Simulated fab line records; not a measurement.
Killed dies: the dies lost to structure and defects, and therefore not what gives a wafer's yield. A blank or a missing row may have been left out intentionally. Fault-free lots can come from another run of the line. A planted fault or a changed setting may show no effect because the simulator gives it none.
Which tool is to blame? ; flow nand_harc ; Sampling: 12 lots, 35 wafers, 5 of 1159 route steps

== WHAT THE GAUGES SHOWED, per wafer ==
NHARC_THIN_TSV_CD_MEAS_12: the cd target is 1000 nm.
lot;measured;on;cd_nm (nm)
L589;day 18 23:11;cd_sem-03;998.2 998.1 998.2
L592;day 19 10:55;cd_sem-02;999.7 1000.5 1003.5
L590;day 19 12:26;cd_sem-02;1002.5 998.4 1001.8
L591;day 19 16:31;cd_sem-01;997.5 1003.3 998.0
L598;day 20 19:08;cd_sem-03;1001.2 1000.7
L601;day 21 12:38;cd_sem-03;1000.7 999.3 1001.0
L605;day 22 13:23;cd_sem-03;999.7 1002.4 1000.1
L603;day 22 14:44;cd_sem-01;1000.0 1002.4 1001.3
L607;day 23 06:43;cd_sem-02;999.9 999.5 1003.9
L611;day 23 15:44;cd_sem-03;999.7 1005.3 1001.7
L612;day 23 16:55;cd_sem-02;1000.5 1000.5 1002.9
L610;day 24 06:16;cd_sem-03;1001.7 1000.3 1000.0

NHARC_END_SORT_01.
lot;measured;on;defect_limited_yield (%);killed_at_array;killed_at_other;killed_at_periphery;killed_dies;killed_open;killed_short;sort_bin_2_pct (%);sort_bin_3_pct (%);sort_bin_4_pct (%);sort_n_pass;sort_rim_yield_pct (%);sort_yield_pct (%)
L589;day 19 12:34;prober-02;97.3 97.8 96.3;14 13 23;0 0 0;4 2 2;18 15 25;5 1 4;2 2 0;1.3 1.3 1.2;0.44 0 0;0.9 0.9 2.5;659 662 652;95 98 92;97.3 97.8 96.3
L592;day 20 05:18;prober-01;98.4 97.8 98.2;8 10 11;1 2 0;2 3 1;11 15 12;2 3 4;2 3 1;0.1 0.3 0.3;0.30 0.30 0.15;1.2 1.6 1.3;666 662 665;97 97 98;98.4 97.8 98.2
L590;day 20 12:20;prober-01;96.0 94.5 95.3;20 34 29;1 0 1;6 3 2;27 37 32;4 5 6;2 4 2;1.0 1.9 1.5;0.30 0.15 0.59;2.7 3.4 2.7;650 640 645;92 88 92;96.0 94.5 95.3
L591;day 20 12:48;prober-02;96.5 96.5 97.5;20 20 12;0 0 0;4 4 5;24 24 17;1 3 2;1 2 0;0.7 1.0 1.2;0.30 0.15 0.15;2.5 2.4 1.2;653 653 660;93 94 95;96.5 96.5 97.5
L598;day 21 21:02;prober-02;96.8 93.8;17 32;0 0;5 10;22 42;2 1;1 4;1.0 1.6;0.30 0.74;1.9 3.8;655 635;92 94;96.8 93.8
L601;day 22 03:14;prober-02;95.0 95.4 95.6;30 28 27;1 1 1;3 2 2;34 31 30;2 4 6;3 3 2;1.5 1.6 1.5;0.15 0 0.30;3.4 3.0 2.7;643 646 647;92 93 92;95.0 95.4 95.6
L605;day 23 04:22;prober-01;96.6 96.6 96.2;13 13 15;0 0 0;10 10 11;23 23 26;1 1 2;0 2 3;1.5 0.6 0.6;0 0.44 0.15;1.9 2.4 3.1;654 654 651;96 97 97;96.6 96.6 96.2
L603;day 23 05:12;prober-02;91.4 92.8 92.6;55 49 50;0 0 0;3 0 0;58 49 50;7 2 2;0 1 1;3.7 1.6 2.7;0.44 0.44 0.15;4.4 5.2 4.6;619 628 627;92 92 95;91.4 92.8 92.6
L607;day 23 20:23;prober-02;90.8 93.9 95.1;60 41 32;1 0 1;1 0 0;62 41 33;5 5 2;1 1 2;3.1 2.5 1.9;0.15 0.30 0.44;5.9 3.2 2.5;615 636 644;92 82 95;90.8 93.9 95.1
L611;day 24 08:04;prober-02;95.4 92.3 94.5;30 46 36;1 2 0;0 4 1;31 52 37;4 4 0;0 4 0;1.3 2.5 1.8;0.30 0.59 0.30;3.0 4.6 3.4;646 625 640;98 96 96;95.4 92.3 94.5
L612;day 24 15:49;prober-02;95.1 94.4 94.7;30 33 34;3 0 1;0 5 1;33 38 36;1 6 4;2 2 0;2.1 1.6 1.5;0.15 0.59 0.15;2.7 3.4 3.7;644 639 641;93 91 92;95.1 94.4 94.7
L610;day 24 21:12;prober-01;96.8 97.5 96.8;14 13 14;0 0 0;8 4 8;22 17 22;4 5 4;0 2 3;0.7 0.9 0.7;0.15 0 0.15;2.4 1.6 2.4;655 660 655;95 97 96;96.8 97.5 96.8

== WHICH TOOL RAN EACH LOT (tool, then ch and the chambers of the sampled wafers, then the start) ==
lot;NHARC_THIN_TSV_DESCUM_14;NHARC_THIN_TSV_ETCH_15;NHARC_THIN_TSV_DESCUM_35
L589;rie_diel-07 ch 1,2,3, day 18 23:22;rie_si-04 ch 0,1, day 18 23:59;rie_diel-07 ch 2,3, day 19 05:28
L592;rie_diel-07 ch 0,2,3, day 19 11:04;rie_si-05 ch 0,1, day 19 11:43;rie_diel-06 ch 1,2, day 19 17:04
L590;rie_diel-06 ch 0,1,2, day 19 12:35;rie_si-03 ch 0,3, day 19 13:23;rie_diel-06 ch 0,1, day 19 18:40
L591;rie_diel-07 ch 0,2,3, day 19 16:40;rie_si-04 ch 0,1,2, day 19 17:19;rie_diel-06 ch 0,1,2, day 19 22:56
L598;rie_diel-08 ch 3, day 20 19:18;rie_si-05 ch 0,3, day 20 19:59;rie_diel-06 ch 1,3, day 21 01:20
L601;rie_diel-07 ch 0,2, day 21 12:48;rie_si-05 ch 1,3, day 21 13:28;rie_diel-08 ch 0,1, day 21 18:43
L605;rie_diel-07 ch 0,1,2, day 22 13:32;rie_si-05 ch 0,1,3, day 22 14:13;rie_diel-08 ch 0,1,3, day 22 19:34
L603;rie_diel-08 ch 0,1, day 22 14:55;rie_si-05 ch 0,1,2, day 22 15:34;rie_diel-08 ch 0,3, day 22 21:04
L607;rie_diel-07 ch 0,1,2, day 23 06:54;rie_si-05 ch 0,1,2, day 23 07:32;rie_diel-08 ch 0,1,3, day 23 12:48
L611;rie_diel-08 ch 1,2,3, day 23 15:55;rie_si-05 ch 2,3, day 23 16:32;rie_diel-07 ch 1,3, day 23 22:50
L612;rie_diel-06 ch 0,3, day 23 17:05;rie_si-03 ch 1,2,3, day 23 17:44;rie_diel-07 ch 1,2, day 24 00:13
L610;rie_diel-07 ch 0,1,2, day 24 06:27;rie_si-04 ch 2,3, day 24 07:05;rie_diel-08 ch 0,3, day 24 12:41
- NHARC_THIN_TSV_DESCUM_14: chemistry O2, time 3 s.
- NHARC_THIN_TSV_ETCH_15: target depth 3000 nm, bosch target overetch cycles 2, bosch etch step 2.8 s.
- NHARC_THIN_TSV_DESCUM_35: chemistry O2, time 3 s.

== AS READ BY THE TOOLS THEMSELVES (means over the sampled wafers that have a number; for cases with no such wafer, the mark the record gives instead) ==
NHARC_THIN_TSV_DESCUM_14.
lot;tool;drypump_motor_current_A (A);oes_product_au (a.u.);rf_vpp_V (V);run_length_s (s);showerhead_plenum_p_Torr (Torr);throttle_valve_pct (%)
L589;rie_diel-07;6.1;0.988;58.7;23.9;1.93;11.316
L592;rie_diel-07;5.9;1.003;57.4;24.2;1.89;11.313
L590;rie_diel-06;5.5;0.993;58.7;23.8;1.91;11.313
L591;rie_diel-07;5.9;1.010;58.0;24.1;1.89;11.310
L598;rie_diel-08;6.3;1.024;58.1;24.5;2.00;11.312
L601;rie_diel-07;5.9;1.022;57.6;24.3;1.85;11.314
L605;rie_diel-07;6.1;1.005;57.1;24.0;1.88;11.308
L603;rie_diel-08;5.6;0.990;58.7;23.9;1.94;11.309
L607;rie_diel-07;6.1;1.013;58.1;24.1;1.88;11.307
L611;rie_diel-08;5.9;0.988;58.0;24.2;1.90;11.316
L612;rie_diel-06;5.8;1.011;57.6;23.6;1.85;11.312
L610;rie_diel-07;6.0;1.020;57.4;24.1;1.88;11.317

NHARC_THIN_TSV_ETCH_15.
lot;tool;drypump_motor_current_A (A)
L589;rie_si-04;5.6
L592;rie_si-05;5.3
L590;rie_si-03;5.4
L591;rie_si-04;5.7
L598;rie_si-05;5.6
L601;rie_si-05;5.4
L605;rie_si-05;5.4
L603;rie_si-05;5.5
L607;rie_si-05;5.5
L611;rie_si-05;5.7
L612;rie_si-03;5.9
L610;rie_si-04;5.5

NHARC_THIN_TSV_DESCUM_35.
lot;tool;drypump_motor_current_A (A);oes_product_au (a.u.);rf_vpp_V (V);run_length_s (s);showerhead_plenum_p_Torr (Torr);throttle_valve_pct (%)
L589;rie_diel-07;5.6;1.002;57.9;24.1;1.95;11.308
L592;rie_diel-06;5.3;0.998;59.0;24.2;1.96;11.317
L590;rie_diel-06;5.6;0.999;57.8;23.7;1.86;11.311
L591;rie_diel-06;5.5;1.005;57.2;23.6;1.91;11.317
L598;rie_diel-06;5.5;0.988;58.0;23.4;1.94;11.318
L601;rie_diel-08;5.6;0.995;57.4;23.8;1.94;11.311
L605;rie_diel-08;5.8;1.003;57.3;24.0;1.95;11.303
L603;rie_diel-08;6.1;0.993;58.7;23.9;1.98;11.313
L607;rie_diel-08;5.8;1.002;58.3;24.3;1.95;11.307
L611;rie_diel-07;6.4;0.986;57.8;23.9;1.90;11.308
L612;rie_diel-07;6.2;1.003;57.5;23.8;1.92;11.310
L610;rie_diel-08;6.1;1.000;58.6;23.9;1.99;11.305

== THE ANSWER, worked out from the rows above alone ==
Rule: usual is defined by the lots themselves. Put in order of their means at a reading, lots are off if they are a third of the lots or fewer, leave a main group of 4 or more, and stand apart from it by a gap of 3 or more times the standard deviation of the main group's means; of several such gaps the widest counts. If all means in a main group match to the digits the tables above print for the reading, that group is not used. Also off: a lot with no number at a reading for which 4 or more lots have one. Where the step has rows for the other lots, those lots are counted as sound. Order of review: gauges by route order, followed by the tools' own readings, for which a lot's mean as printed above is used. The first step at which some lot is off is used, and at that step the reading that is off furthest; a lot without a number counts as furthest.
No lot is off on any of the readings shown, so nothing can be concluded from this.

== WHAT WAS PUT IN BY THE SIMULATOR ==
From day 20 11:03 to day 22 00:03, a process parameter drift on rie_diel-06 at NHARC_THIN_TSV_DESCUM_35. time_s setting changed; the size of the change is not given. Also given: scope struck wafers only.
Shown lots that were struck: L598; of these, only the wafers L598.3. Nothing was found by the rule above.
